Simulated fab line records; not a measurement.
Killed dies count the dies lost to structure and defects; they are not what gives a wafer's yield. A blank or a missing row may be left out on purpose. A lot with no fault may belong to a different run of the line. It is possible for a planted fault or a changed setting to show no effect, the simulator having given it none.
A struck lot beside a sound one / flow n5Finfet / 44 steps out of a route of 1938
Sound: wafers L802.2, L802.4, L802.5. Struck: wafer L811.2 (L811.1, L811.3, from the same lot, were not struck and are left out); the cause is given at the end.
Order at every step that has rows: each side's tool, ch and its chambers, its first start. Under that, the readings that differ: sound wafers / struck wafers / difference of the means / sigmas: that difference in standard deviations of wafers without a fault.
alike: words and numbers the same on both sides, and readings whose means are apart by under 2 such deviations; not compared: readings that were withheld, readings missing a value for some wafer, numbers with overlapping values and no deviation given by the record, and bounds like >300 which may hide the same value.
Wherever a step has rows on one side only, a row that says differs or no value, or a row with sigmas, the two part there. Non-overlapping numbers with no deviation appear without sigmas and do not part them. A reading that every wafer of one side lacks parts them only if that side has two wafers or more.

N5_PASSIVATION_OVL_MEAS_60:
  sound on overlay-01 ch 0, day 12 20:44; struck on overlay-01 ch 0, day 15 08:20
  alike: TV_OVL
N5_PASSIVATION_INSPECT_61: inspects for defects (macro).
  sound on defectInspect-01 at day 12 20:46; struck on defectInspect-02 at day 15 08:21
  alike: rawDefectCount
then, 1 step without rows for these wafers: N5_PASSIVATION_DESCUM_12 (chemistry O2, time 7.9 s).
N5_PASSIVATION_PASS_ETCH_74: etches SiNx in CF4/O2, target depth 220 nm, time 110 s.
  sound on rieDiel-04 ch 1,3, day 12 20:52; struck on rieDiel-02 ch 0, day 15 08:27
  alike: drypumpMotorCurrentA, oes_f_703_au, oesProductAu, rfVppV, showerheadPlenumPTorr, throttleValvePct
  not compared: rfHoursCounterH
then, 1 step without rows for these wafers: N5_PASSIVATION_VIA_ETCH_13 (etches SiO2 in CHF3/O2, target depth 660 nm, time 330 s).
N5_PASSIVATION_STRIP_14: strips in O2.
  sound on rieDiel-04 ch 1,3, day 12 21:10; struck on rieDiel-02 ch 0, day 15 08:44
  alike: drypumpMotorCurrentA, oesProductAu, rfVppV, showerheadPlenumPTorr, throttleValvePct
  not compared: rfHoursCounterH
then, 4 steps without rows for these wafers: N5_PASSIVATION_ETCH_15 (etches SiCN in CF4/N2, target depth 75 nm, time 81.2 s); N5_PASSIVATION_STRIP_73 (strips in post etch residue remover, time 60 s); N5_PASSIVATION_SRD_17 (time 30 s, dry time 30 s); N5_PASSIVATION_DEGAS_18 (time 60 s).
N5_PASSIVATION_PRE_CLEAN_19:
  sound on pvdSputter-01 at day 12 21:29; struck on pvdSputter-01 at day 15 09:38
  alike: heaterPowerW
N5_PASSIVATION_SPUTTER_20: material TaN, target thk 50 nm.
  sound on pvdSputter-01 at day 12 21:32; struck on pvdSputter-01 at day 15 09:41
  alike: chamberPressurePa, throttleValvePct
N5_PASSIVATION_AL_DEP_21: deposits Al, target thk 2800 nm, time 170 s.
  sound on pvdSputter-01 at day 12 21:38; struck on pvdSputter-01 at day 15 09:47
reading=chamberPressurePa (Pa); sound=0.4007 0.4000 0.4013; struck=0.3986; difference=-0.0021; sigmas=-2
reading=model.Al_of_PASSIVATION_AL_DEP_21.thkNm (nm); sound=2819 2821 2815; struck=1954; difference=-864; sigmas=
  alike: throttleValvePct
then, 8 steps without rows for these wafers: N5_PASSIVATION_HMDS_23 (time 60 s); N5_PASSIVATION_COAT_24; N5_PASSIVATION_EBR_26; N5_PASSIVATION_SOFTBAKE_25 (time 90 s); N5_PASSIVATION_EXPOSE_27 (exposes mask PAD, defocus 0 nm); N5_PASSIVATION_PEB_28; N5_PASSIVATION_DEVELOP_29 (develop time 60 s); N5_PASSIVATION_HARDBAKE_31 (time 120 s).
N5_PASSIVATION_CD_MEAS_30: target cd 4000 nm.
  sound on cdSem-02 ch 0, day 12 22:14; struck on cdSem-01 ch 0, day 15 10:25
  alike: cdNm
N5_PASSIVATION_OVL_MEAS_63:
  sound on overlay-02 ch 0, day 12 22:16; struck on overlay-02 ch 0, day 15 10:26
  alike: PAD_OVL
N5_PASSIVATION_INSPECT_64: inspects for defects (macro).
  sound on defectInspect-01 at day 12 22:17; struck on defectInspect-02 at day 15 10:28
  alike: rawDefectCount
then, 3 steps without rows for these wafers: N5_PASSIVATION_DESCUM_32 (chemistry O2, time 7.9 s); N5_PASSIVATION_AL_ETCH_33 (etches Al in Cl2/BCl3, stops on TaN, target depth 2800 nm, time 466.7 s); N5_PASSIVATION_ETCH_59 (etches TaN in Cl2/BCl3, target depth 65 nm, time 34.9 s).
N5_PASSIVATION_STRIP_34: strips in O2.
  sound on rieDiel-03 ch 0,3, day 12 22:57; struck on rieDiel-03 ch 0, day 15 11:06
reading=oesProductAu (a.u.); sound=0.67 0.66 0.69; struck=0.96; difference=+0.29; sigmas=+3
  alike: drypumpMotorCurrentA, rfVppV, showerheadPlenumPTorr, throttleValvePct
  not compared: rfHoursCounterH
then, 13 steps without rows for these wafers: N5_PASSIVATION_STRIP_51 (strips in post etch residue remover, time 1200 s); N5_PASSIVATION_CLEAN_69 (cleans in IPA, time 180 s); N5_PASSIVATION_SRD_70 (time 30 s); N5_PASSIVATION_PECVD_53 (deposits SiO2 from TEOS/O2, target thk 800 nm, time 169.4 s); N5_PASSIVATION_PECVD_35 (deposits SiNx from SiH4/NH3/N2, target thk 700 nm, time 151.3 s); N5_PASSIVATION_HMDS_37 (time 60 s); N5_PASSIVATION_COAT_38; N5_PASSIVATION_EBR_40; N5_PASSIVATION_SOFTBAKE_39 (time 120 s); N5_PASSIVATION_EXPOSE_41 (exposes mask PASS OPEN, defocus 0 nm, target cd 40000 nm); N5_PASSIVATION_PEB_42; N5_PASSIVATION_DEVELOP_43 (develop time 60 s); N5_PASSIVATION_HARDBAKE_45 (time 120 s).
N5_PASSIVATION_CD_MEAS_44: target cd 40000 nm.
  sound on cdSem-03 ch 0, day 13 00:07; struck on cdSem-03 ch 0, day 15 12:16
  alike: cdNm
N5_PASSIVATION_STRIP_52: strips in post etch residue remover, time 1200 s.
  sound on wetBench-01 ch 0,1,3, day 13 00:53; struck on wetBench-06 ch 7, day 15 12:59
reading=model.Al_of_PASSIVATION_AL_DEP_21.thkNm (nm); sound=2804 2806 2800; struck=1938; difference=-865; sigmas=
N5_PASSIVATION_PROBE_49:
  the record holds rows for the sound wafers here (prober-01, day 13 03:27) but none for the struck ones

== WHERE THEY PART ==
First at N5_PASSIVATION_AL_DEP_21; last, within this record, at N5_PASSIVATION_PROBE_49.

WHY: whatever the simulator had introduced
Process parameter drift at N5_PASSIVATION_AL_DEP_21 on pvdSputter-01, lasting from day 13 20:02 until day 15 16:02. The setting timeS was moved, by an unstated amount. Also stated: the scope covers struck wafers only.
